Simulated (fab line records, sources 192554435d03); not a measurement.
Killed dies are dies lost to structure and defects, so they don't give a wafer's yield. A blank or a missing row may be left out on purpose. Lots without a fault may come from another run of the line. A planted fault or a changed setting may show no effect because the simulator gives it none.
fab line records | flow n5_finfet | part 1 of 2: steps 1 to 22 of 33
record lots=5 wafers=15 last_day=16
route steps=1938 shown HKMG_FIN@385
lots that met no fault: from a run of the same line without faults
start_h: hours from the record's first day to the start of the lot's first wafer shown | wait_h: hours since the lot's step before | " the same as in the row above | L1.1+2: a row that stands for several wafers | - no value, or no start given | * or withheld: withheld | < > ~ a bound
route shown NAME@n: a module of which the file shows steps, and the number in the route of the first | usual: mean/standard deviation of fault-free wafers | same: alike in all rows | chamber/n: place in a boat | sites: the reading at each site | _std_site: their standard deviation | _edge_site: outer sites' mean less inner sites' | radius_mm: how far each site lies from the wafer's centre | mask NAME#n: copy n | behind: the tool/chamber that last shaped the wafer | hold: why the lot was held/for how many hours/how that ended | device: the transistor (n, p or np) that didn't switch | end of line: the same wafers' tests at the end of the route | a step without rows: its recipe alone | killed: dies lost to structure and defects at the first sort, not the wafer's yield | map: a wafer's dies, x killed, . not, _ none there
set.NAME: the setting as run; set.NAME@STEP: as run at that earlier step | model.NAME: the simulator's own value behind a step, which no gauge read
lots at some steps of the route; a table a step, a row a wafer
services: from which hour (start_h, from the record's first day; less than 0 if before it) a tool's chamber was out of use, for how many hours, and why
## steps
# step N5_HKMG_FIN_IL_REGROW_00
# recipe material=SiO2 target_thk_a=7.5 chemistry=O3 temp_c=withheld time_s=30
# same time_s=30
# columns lot.wafer tool chamber start_h wait_h
L075.3+4+5 ald_hk-03 2,1,0 79.56 0.0
L076.1+2+4 ald_hk-03 0,2,3 82.66 0.0
L078.3+4+5 ald_hk-03 0,3,3 94.05 0.0
L080.1+2+6 ald_hk-02 3,2,1 107.65 0.0
L085.1+2+6 ald_hk-01 2,0,3 147.75 0.0
# step N5_HKMG_FIN_HK_ALD_01
# recipe material=HfO2 target_thk_a=16 temp_c=withheld ald_precursor_family=HfCl4 ald_co_reactant=H2O pulse_time_s=3 purge_time_s=3 co_reactant_purge_time_s=2.5 co_reactant_pulse_time_s=0.3 ald_cycles=30
# usual precursor_pulse_height_rel=1.002/0.019
# columns lot.wafer tool chamber start_h wait_h precursor_pulse_height_rel
L075.3 ald_hk-03 2 79.61 0.0 1.030
L075.4 " 1 " " 0.990
L075.5 " 0 " " 0.970
L076.1 ald_hk-03 0 82.71 0.0 1.019
L076.2 " 2 " " 1.019
L076.4 " 3 " " 1.010
L078.3 ald_hk-03 0 94.10 0.0 1.014
L078.4 " 3 " " 1.034
L078.5 " 3 " " 1.001
L080.1 ald_hk-02 3 107.70 0.0 0.974
L080.2 " 2 " " 1.025
L080.6 " 1 " " 1.002
L085.1 ald_hk-01 2 147.85 0.1 0.985
L085.2 " 0 " " 1.025
L085.6 " 3 " " 1.018
# step N5_HKMG_FIN_HK_ANNEAL_02
# recipe temp_c=700 time_s=30 ambient=N2 idle_temp_c=600 ramp_up_c_per_s=150 ramp_down_c_per_s=60 cool_to_c=600
# usual lamp_power_pct=8.80/0.053 lamp_zone_4_pct=8.795/0.01 wafer_temp_C_max=702.9/0.72
# same time_s=30
# columns lot.wafer tool chamber start_h wait_h lamp_power_pct lamp_zone_4_pct wafer_temp_C_max
L075.3 rtp_anneal-02 0 79.86 0.2 8.84 8.785 702.4
L075.4 " 0 " " 8.85 8.786 702.5
L075.5 " 0 " " 8.79 8.789 702.9
L076.1 rtp_anneal-01 0 82.89 0.1 8.78 8.794 702.6
L076.2 " 0 " " 8.78 8.795 702.0
L076.4 " 0 " " 8.86 8.797 703.3
L078.3 rtp_anneal-01 0 94.40 0.2 8.75 8.783 703.0
L078.4 " 0 " " 8.77 8.789 703.0
L078.5 " 0 " " 8.79 8.790 701.9
L080.1 rtp_anneal-01 0 108.01 0.2 8.71 8.800 702.9
L080.2 " 0 " " 8.82 8.794 702.8
L080.6 " 0 " " 8.71 8.801 703.6
L085.1 rtp_anneal-02 0 148.25 0.2 8.94 8.816 702.8
L085.2 " 0 " " 8.79 8.810 703.4
L085.6 " 0 " " 8.72 8.813 704.3
# step N5_HKMG_FIN_ALD_74
# recipe material=La2O3 target_thk_a=5 temp_c=250 ald_precursor_family=La-Cp ald_co_reactant=O3 pulse_time_s=6 co_reactant_pulse_time_s=1 purge_time_s=3 co_reactant_purge_time_s=3
# usual heater_power_w=356/42 precursor_pulse_height_rel=0.996/0.022
# columns lot.wafer tool chamber start_h wait_h heater_power_w precursor_pulse_height_rel
L075.3 ald_hk-02 0 80.01 0.1 386 0.991
L075.4 " 1 " " 420 0.998
L075.5 " 3 " " 354 1.002
L076.1 ald_hk-02 2 83.11 0.2 281 1.017
L076.2 " 1 " " 403 1.005
L076.4 " 3 " " 354 1.028
L078.3 ald_hk-02 1 94.55 0.1 418 0.996
L078.4 " 0 " " 379 0.951
L078.5 " 3 " " 352 0.981
L080.1 ald_hk-01 0 108.40 0.3 369 1.003
L080.2 " 1 " " 376 1.006
L080.6 " 2 " " 421 1.014
L085.1 ald_hk-03 0 148.46 0.2 311 0.982
L085.2 " 3 " " 310 0.979
L085.6 " 1 " " 335 1.046
# step N5_HKMG_FIN_ALD_75
# recipe material=Al2O3 target_thk_a=10 temp_c=150 ald_precursor_family=TMA ald_co_reactant=H2O pulse_time_s=withheld co_reactant_pulse_time_s=1
# usual heater_power_w=154/19 precursor_pulse_height_rel=0.998/0.019
# columns lot.wafer tool chamber start_h wait_h heater_power_w precursor_pulse_height_rel
L075.3 ald_hk-02 0 80.09 0.0 160 0.983
L075.4 " 1 " " 179 1.029
L075.5 " 3 " " 151 1.010
L076.1 ald_hk-02 2 83.18 0.0 119 1.011
L076.2 " 1 " " 176 0.989
L076.4 " 3 " " 153 1.010
L078.3 ald_hk-02 1 94.63 0.0 176 1.005
L078.4 " 0 " " 168 1.035
L078.5 " 3 " " 153 0.983
L080.1 ald_hk-01 0 108.48 0.0 160 1.019
L080.2 " 1 " " 169 0.987
L080.6 " 2 " " 186 1.003
L085.1 ald_hk-03 0 148.62 0.1 137 0.974
L085.2 " 3 " " 138 0.979
L085.6 " 1 " " 141 1.009
# step N5_HKMG_FIN_COAT_41
# recipe resist=SOC temp_c=250 time_s=60 spin_rpm=1500 resist_thk_nm=300
# same time_s=60
# columns lot.wafer tool chamber start_h wait_h
L075.3+4+5 litho_track-03 0 80.19 -
L076.1+2+4 litho_track-01 0 83.28 -
L078.3+4+5 litho_track-03 0 94.73 -
L080.1+2+6 litho_track-04 0 108.58 -
L085.1+2+6 litho_track-03 0 148.79 -
# step N5_HKMG_FIN_COAT_42
# recipe resist=SiARC temp_c=220 time_s=60 spin_rpm=1500 resist_thk_nm=35
# same time_s=60
# columns lot.wafer tool chamber start_h wait_h
L075.3+4+5 litho_track-03 0 - -
L076.1+2+4 litho_track-01 0 - -
L078.3+4+5 litho_track-03 0 - -
L080.1+2+6 litho_track-04 0 - -
L085.1+2+6 litho_track-03 0 - -
# step N5_HKMG_FIN_COAT_43
# recipe resist=CAR-ArF spin_rpm=1500 resist_thk_nm=90
# columns lot.wafer tool chamber start_h wait_h
L075.3+4+5 litho_track-03 0 - -
L076.1+2+4 litho_track-01 0 - -
L078.3+4+5 litho_track-03 0 - -
L080.1+2+6 litho_track-04 0 - -
L085.1+2+6 litho_track-03 0 - -
# step N5_HKMG_FIN_EBR_45
# recipe solvent=PGMEA ebr_width_mm=1.5
# columns lot.wafer tool chamber start_h wait_h
L075.3+4+5 litho_track-03 0 - -
L076.1+2+4 litho_track-01 0 - -
L078.3+4+5 litho_track-03 0 - -
L080.1+2+6 litho_track-04 0 - -
L085.1+2+6 litho_track-03 0 - -
# step N5_HKMG_FIN_SOFTBAKE_44
# recipe temp_c=110 time_s=60 resist=CAR-ArF
# same time_s=60
# columns lot.wafer tool chamber start_h wait_h
L075.3+4+5 litho_track-03 0 - -
L076.1+2+4 litho_track-01 0 - -
L078.3+4+5 litho_track-03 0 - -
L080.1+2+6 litho_track-04 0 - -
L085.1+2+6 litho_track-03 0 - -
# step N5_HKMG_FIN_EXPOSE_46
# recipe mask_id=NDIPOLE na=1.35 source_shape=conventional sigma_outer=0.8 polarization=unpolarized dose_mj=40
# usual focus_offset_nm=0.0/0.55
# columns lot.wafer tool chamber start_h wait_h mask focus_offset_nm
L075.3 arfi_scanner-01 0 80.45 - NDIPOLE#0 0.5
L075.4 " 0 " " NDIPOLE#0 -0.3
L075.5 " 0 " " NDIPOLE#0 -0.1
L076.1 arfi_scanner-02 0 83.53 - NDIPOLE#0 0.1
L076.2 " 0 " " NDIPOLE#0 1.2
L076.4 " 0 " " NDIPOLE#0 0.4
L078.3 arfi_scanner-01 0 94.98 - NDIPOLE#0 -0.4
L078.4 " 0 " " NDIPOLE#0 -1.3
L078.5 " 0 " " NDIPOLE#0 -0.2
L080.1 arfi_scanner-02 0 108.82 - NDIPOLE#0 0.9
L080.2 " 0 " " NDIPOLE#0 0.2
L080.6 " 0 " " NDIPOLE#0 0.4
L085.1 arfi_scanner-02 0 148.91 - NDIPOLE#0 0.7
L085.2 " 0 " " NDIPOLE#0 0.4
L085.6 " 0 " " NDIPOLE#0 -0.3
# step N5_HKMG_FIN_PEB_47
# recipe peb_temp_c=withheld peb_time_s=60 resist=CAR-ArF
# columns lot.wafer tool chamber start_h wait_h
L075.3+4+5 litho_track-01 0 80.50 0.0
L076.1+2+4 litho_track-03 0 83.58 0.1
L078.3+4+5 litho_track-03 0 95.03 0.0
L080.1+2+6 litho_track-03 0 108.88 0.1
L085.1+2+6 litho_track-01 0 148.96 0.1
# step N5_HKMG_FIN_DEVELOP_48
# recipe develop_time_s=30 developer=TMAH resist=CAR-ArF rinse_liquid=diw dry=air_spin dev_temp_c=23
# columns lot.wafer tool chamber start_h wait_h
L075.3+4+5 litho_track-01 0 - -
L076.1+2+4 litho_track-03 0 - -
L078.3+4+5 litho_track-03 0 - -
L080.1+2+6 litho_track-03 0 - -
L085.1+2+6 litho_track-01 0 - -
# step N5_HKMG_FIN_CD_MEAS_49
# recipe target_cd_nm=202 landing_energy_ev=500 detector=se_inlens polarity=opening
# usual cd_nm=202.3/0.79
# columns lot.wafer tool chamber start_h wait_h cd_nm
L075.3 cd_sem-02 0 80.56 - 202.6
L075.4 " 0 " " 202.7
L075.5 " 0 " " 201.6
L076.1 cd_sem-02 0 83.65 - 203.3
L076.2 " 0 " " 202.4
L076.4 " 0 " " 203.4
L078.3 cd_sem-03 0 95.10 - 203.7
L078.4 " 0 " " 202.5
L078.5 " 0 " " 203.1
L080.1 cd_sem-01 0 108.95 - 203.5
L080.2 " 0 " " 202.3
L080.6 " 0 " " 202.6
L085.1 cd_sem-03 0 149.03 - 202.4
L085.2 " 0 " " 202.0
L085.6 " 0 " " 202.4
# step N5_HKMG_FIN_OVL_MEAS_50
# recipe points_per_wafer=44
# usual NDIPOLE_OVL=-0.2/0.84
# columns lot.wafer tool chamber start_h wait_h NDIPOLE_OVL[nm]
L075.3 overlay-01 0 80.59 0.0 0.2
L075.4 " 0 " " -0.2
L075.5 " 0 " " -0.1
L076.1 overlay-02 0 83.68 0.0 -0.9
L076.2 " 0 " " -0.6
L076.4 " 0 " " 0.2
L078.3 overlay-02 0 95.13 0.0 1.5
L078.4 " 0 " " 1.3
L078.5 " 0 " " 0.4
L080.1 overlay-02 0 108.98 0.0 -0.9
L080.2 " 0 " " 0.4
L080.6 " 0 " " 0.1
L085.1 overlay-01 0 149.06 0.0 -1.7
L085.2 " 0 " " -1.2
L085.6 " 0 " " -1.9
# step N5_HKMG_FIN_INSPECT_61
# recipe mode=adi inspect_instrument=macro
# usual raw_defect_count=2.0/1.3
# columns lot.wafer tool chamber start_h wait_h raw_defect_count
L075.3 defect_inspect-02 - 80.61 0.0 3
L075.4 " - " " 3
L075.5 " - " " 4
L076.1 defect_inspect-02 - 83.70 0.0 2
L076.2 " - " " 2
L076.4 " - " " 3
L078.3 defect_inspect-02 - 95.15 0.0 2
L078.4 " - " " 4
L078.5 " - " " 2
L080.1 defect_inspect-01 - 109.00 0.0 0
L080.2 " - " " 4
L080.6 " - " " 4
L085.1 defect_inspect-01 - 149.08 0.0 2
L085.2 " - " " 1
L085.6 " - " " 0
# step N5_HKMG_FIN_DESCUM_53
# recipe chemistry=O2 time_s=7.9 source_power_w=50 bias_power_w=20 pressure_mtorr=20 rf_frequency_hz=2.712e+07 temp_c=40 resist=CAR-ArF o2_flow_sccm=225
# usual drypump_motor_current_A=5.9/0.58 oes_product_au=0.76/0.074 rf_vpp_V=242.8/1.3 showerhead_plenum_p_Torr=2.07/0.069 throttle_valve_pct=20.39/0.21
# same time_s=7.9
# columns lot.wafer tool chamber start_h wait_h drypump_motor_current_A oes_product_au rf_hours_counter_h rf_vpp_V showerhead_plenum_p_Torr throttle_valve_pct
L075.3 rie_diel-06 2 80.77 0.1 5.3 0.89 29 242.8 2.03 20.00
L075.4 " 3 " " 4.8 0.79 - 241.6 2.02 20.21
L075.5 " 0 " " 6.4 0.76 - 242.1 2.02 20.63
L076.1 rie_diel-05 1 83.92 0.2 6.0 0.90 28 243.4 2.06 20.53
L076.2 " 2 " " 5.6 0.81 108 242.7 2.12 20.42
L076.4 " 3 " " 6.7 0.75 171 242.0 1.99 20.51
L078.3 rie_diel-01 2 95.18 0.0 6.7 0.80 136 243.4 2.12 20.41
L078.4 " 3 " " 5.9 0.71 225 244.5 2.14 20.30
L078.5 " 1 " " 5.2 0.75 - 243.4 2.08 20.59
L080.1 rie_diel-01 1 109.06 0.1 5.3 0.74 149 243.7 2.08 20.59
L080.2 " 0 " " 6.2 0.68 234 240.8 1.97 20.23
L080.6 " 0 " " 6.2 0.68 - 241.9 1.97 20.21
L085.1 rie_diel-01 3 149.12 0.0 5.9 0.70 245 244.0 2.14 20.32
L085.2 " 0 " " 6.2 0.68 248 241.7 1.97 20.25
L085.6 " 0 " " 6.2 0.67 - 240.6 1.97 20.23
# step N5_HKMG_FIN_ETCH_54
# recipe chemistry=CF4 target=SiARC target_depth_a=455 mask_material=CAR-ArF time_s=75.8 ion_energy_ev=80 pressure_mtorr=40 source_w=545 bias_w=36 Ar_flow_sccm=100 cf4_flow_sccm=100 ends=cleared
# usual cf4_flow_sccm=100.0/0.31 drypump_motor_current_A=5.9/0.58 etch_rf_on_time_s=75.9/1.8 oes_product_au=0.65/0.064 rf_vpp_V=183.9/1.1 showerhead_plenum_p_Torr=2.12/0.065 throttle_valve_pct=15.58/0.19
# columns lot.wafer tool chamber start_h wait_h cf4_flow_sccm drypump_motor_current_A etch_rf_on_time_s oes_product_au rf_hours_counter_h rf_vpp_V showerhead_plenum_p_Torr throttle_valve_pct
L075.3 rie_diel-06 2 80.80 0.0 100.1 5.3 75.7 0.76 29 183.1 2.09 15.20
L075.4 " 3 " " 99.9 4.8 73.0 0.70 - 182.8 2.07 15.40
L075.5 " 0 " " 100.5 6.4 76.6 0.65 - 183.2 2.07 15.74
L076.1 rie_diel-05 1 83.95 0.0 99.7 5.9 73.9 0.77 28 183.5 2.10 15.52
L076.2 " 2 " " 99.8 5.6 77.3 0.68 108 186.2 2.16 15.56
L076.4 " 3 " " 99.6 6.7 77.2 0.64 171 182.2 2.05 15.74
L078.3 rie_diel-01 2 95.22 0.0 100.5 6.7 74.9 0.69 136 184.5 2.15 15.53
L078.4 " 3 " " 100.0 5.9 73.7 0.61 225 183.6 2.19 15.66
L078.5 " 1 " " 99.9 5.3 75.5 0.65 - 185.2 2.13 15.77
L080.1 rie_diel-01 1 109.10 0.0 100.7 5.3 76.7 0.64 149 184.7 2.13 15.78
L080.2 " 0 " " 100.3 6.2 75.2 0.59 234 183.1 2.03 15.51
L080.6 " 0 " " 100.4 6.2 75.3 0.60 - 183.2 2.03 15.50
L085.1 rie_diel-01 3 149.15 0.0 100.0 5.9 74.2 0.59 245 185.8 2.19 15.67
L085.2 " 0 " " 99.6 6.2 76.1 0.59 248 182.6 2.02 15.54
L085.6 " 0 " " 100.3 6.2 75.8 0.59 - 182.7 2.02 15.55
# step N5_HKMG_FIN_ETCH_55
# recipe chemistry=N2/H2 target=SOC target_depth_a=2400 temp_c=40 time_s=300 ion_energy_ev=200 mask_material=SiARC pressure_mtorr=30 source_w=840 bias_w=150 n2_flow_sccm=200 h2_flow_sccm=200
# usual drypump_motor_current_A=5.9/0.58 oes_product_au=0.76/0.076 rf_vpp_V=523.2/2.4 showerhead_plenum_p_Torr=2.52/0.081 throttle_valve_pct=17.86/0.15
# same time_s=300
# columns lot.wafer tool chamber start_h wait_h drypump_motor_current_A oes_product_au rf_hours_counter_h rf_vpp_V showerhead_plenum_p_Torr throttle_valve_pct
L075.3 rie_diel-06 2 80.86 0.0 5.3 0.88 29 523.6 2.49 17.53
L075.4 " 3 " " 4.8 0.80 - 521.4 2.47 17.82
L075.5 " 0 " " 6.5 0.74 - 520.5 2.45 17.93
L076.1 rie_diel-05 1 84.01 0.0 6.0 0.90 29 523.9 2.50 17.95
L076.2 " 2 " " 5.6 0.81 108 525.0 2.55 17.67
L076.4 " 3 " " 6.7 0.74 171 520.8 2.42 17.99
L078.3 rie_diel-01 2 95.28 0.0 6.7 0.79 136 523.4 2.56 17.75
L078.4 " 3 " " 5.9 0.71 225 525.4 2.61 17.80
L078.5 " 1 " " 5.2 0.76 - 524.1 2.54 18.00
L080.1 rie_diel-01 1 109.15 0.0 5.3 0.75 149 522.2 2.54 18.00
L080.2 " 0 " " 6.2 0.69 234 520.1 2.41 17.93
L080.6 " 0 " " 6.2 0.70 - 520.1 2.41 17.90
L085.1 rie_diel-01 3 149.21 0.0 5.9 0.70 245 525.6 2.61 17.82
L085.2 " 0 " " 6.2 0.68 248 519.3 2.41 17.92
L085.6 " 0 " " 6.2 0.68 - 519.7 2.41 17.96
# step N5_HKMG_FIN_STRIP_56
# recipe chemistry=N2/H2 temp_c=40 n2_flow_sccm=200 h2_flow_sccm=200 rf_frequency_hz=6e+07
# columns lot.wafer tool chamber start_h wait_h
L075.3+4+5 rie_diel-06 2,3,0 81.04 0.1
L076.1+2+4 rie_diel-05 1,2,3 84.19 0.1
L078.3+4+5 rie_diel-01 2,3,1 95.46 0.1
L080.1+2+6 rie_diel-01 1,0,0 109.33 0.1
L085.1+2+6 rie_diel-01 3,0,0 149.39 0.1
# step N5_HKMG_FIN_STRIP_57
# recipe chemistry=CF4 resist=SiARC power_w=300 bias_power_w=75 pressure_mtorr=50 cf4_flow_sccm=150 rf_frequency_hz=6e+07
# usual cf4_flow_sccm=150.0/0.45 drypump_motor_current_A=5.9/0.58 oes_product_au=0.76/0.068 rf_vpp_V=270.9/1.4 showerhead_plenum_p_Torr=1.78/0.055 throttle_valve_pct=13.58/0.21
# columns lot.wafer tool chamber start_h wait_h cf4_flow_sccm drypump_motor_current_A oes_product_au rf_hours_counter_h rf_vpp_V showerhead_plenum_p_Torr throttle_valve_pct
L075.3 rie_diel-06 2 81.05 0.0 150.2 5.3 0.88 29 269.7 1.75 13.16
L075.4 " 3 " " 150.5 4.8 0.80 - 269.0 1.73 13.36
L075.5 " 0 " " 149.8 6.4 0.77 - 269.4 1.74 13.72
L076.1 rie_diel-05 1 84.20 0.0 150.1 6.0 0.88 29 270.5 1.75 13.45
L076.2 " 2 " " 150.2 5.6 0.79 108 270.9 1.81 13.49
L076.4 " 3 " " 150.3 6.8 0.75 171 269.5 1.72 13.73
L078.3 rie_diel-01 2 95.47 0.0 149.7 6.7 0.77 136 271.2 1.81 13.53
L078.4 " 3 " " 149.6 5.9 0.70 225 272.5 1.84 13.67
L078.5 " 1 " " 150.6 5.3 0.76 - 270.6 1.79 13.76
L080.1 rie_diel-01 1 109.34 0.0 150.1 5.3 0.75 149 271.2 1.79 13.79
L080.2 " 0 " " 149.8 6.2 0.68 234 270.1 1.69 13.52
L080.6 " 0 " " 150.0 6.2 0.69 - 268.4 1.70 13.53
L085.1 rie_diel-01 3 149.40 0.0 149.7 5.9 0.68 245 271.8 1.83 13.72
L085.2 " 0 " " 149.7 6.2 0.68 248 270.1 1.69 13.57
L085.6 " 0 " " 150.3 6.2 0.68 - 269.0 1.69 13.55
# step N5_HKMG_FIN_ETCH_58
# recipe chemistry=N2/H2 target=SOC target_depth_a=2158 ion_energy_ev=50 bias_w=13 time_s=741 pressure_mtorr=30 source_w=875 n2_flow_sccm=200 h2_flow_sccm=200
# usual drypump_motor_current_A=5.9/0.58 oes_product_au=0.76/0.075 rf_vpp_V=99.0/0.93 showerhead_plenum_p_Torr=2.52/0.081 throttle_valve_pct=17.81/0.15
# same time_s=741
# columns lot.wafer tool chamber start_h wait_h drypump_motor_current_A oes_product_au rf_hours_counter_h rf_vpp_V showerhead_plenum_p_Torr throttle_valve_pct
L075.3 rie_diel-06 2 81.07 0.0 5.3 0.88 29 97.8 2.49 17.49
L075.4 " 3 " " 4.8 0.81 - 97.5 2.47 17.74
L075.5 " 0 " " 6.4 0.75 - 98.7 2.45 17.89
L076.1 rie_diel-05 1 84.22 0.0 6.0 0.90 29 100.9 2.50 17.89
L076.2 " 2 " " 5.6 0.79 108 98.4 2.55 17.63
L076.4 " 3 " " 6.7 0.74 171 99.3 2.42 17.94
L078.3 rie_diel-01 2 95.49 0.0 6.7 0.79 137 98.6 2.56 17.71
L078.4 " 3 " " 5.9 0.71 225 99.9 2.61 17.74
L078.5 " 1 " " 5.3 0.76 - 100.3 2.54 17.96
L080.1 rie_diel-01 1 109.36 0.0 5.3 0.75 150 98.5 2.54 17.97
L080.2 " 0 " " 6.2 0.68 234 98.8 2.41 17.85
L080.6 " 0 " " 6.2 0.70 - 98.2 2.41 17.87
L085.1 rie_diel-01 3 149.42 0.0 5.9 0.70 246 99.8 2.61 17.77
L085.2 " 0 " " 6.2 0.68 248 97.4 2.41 17.87
L085.6 " 0 " " 6.2 0.68 - 97.3 2.41 17.89
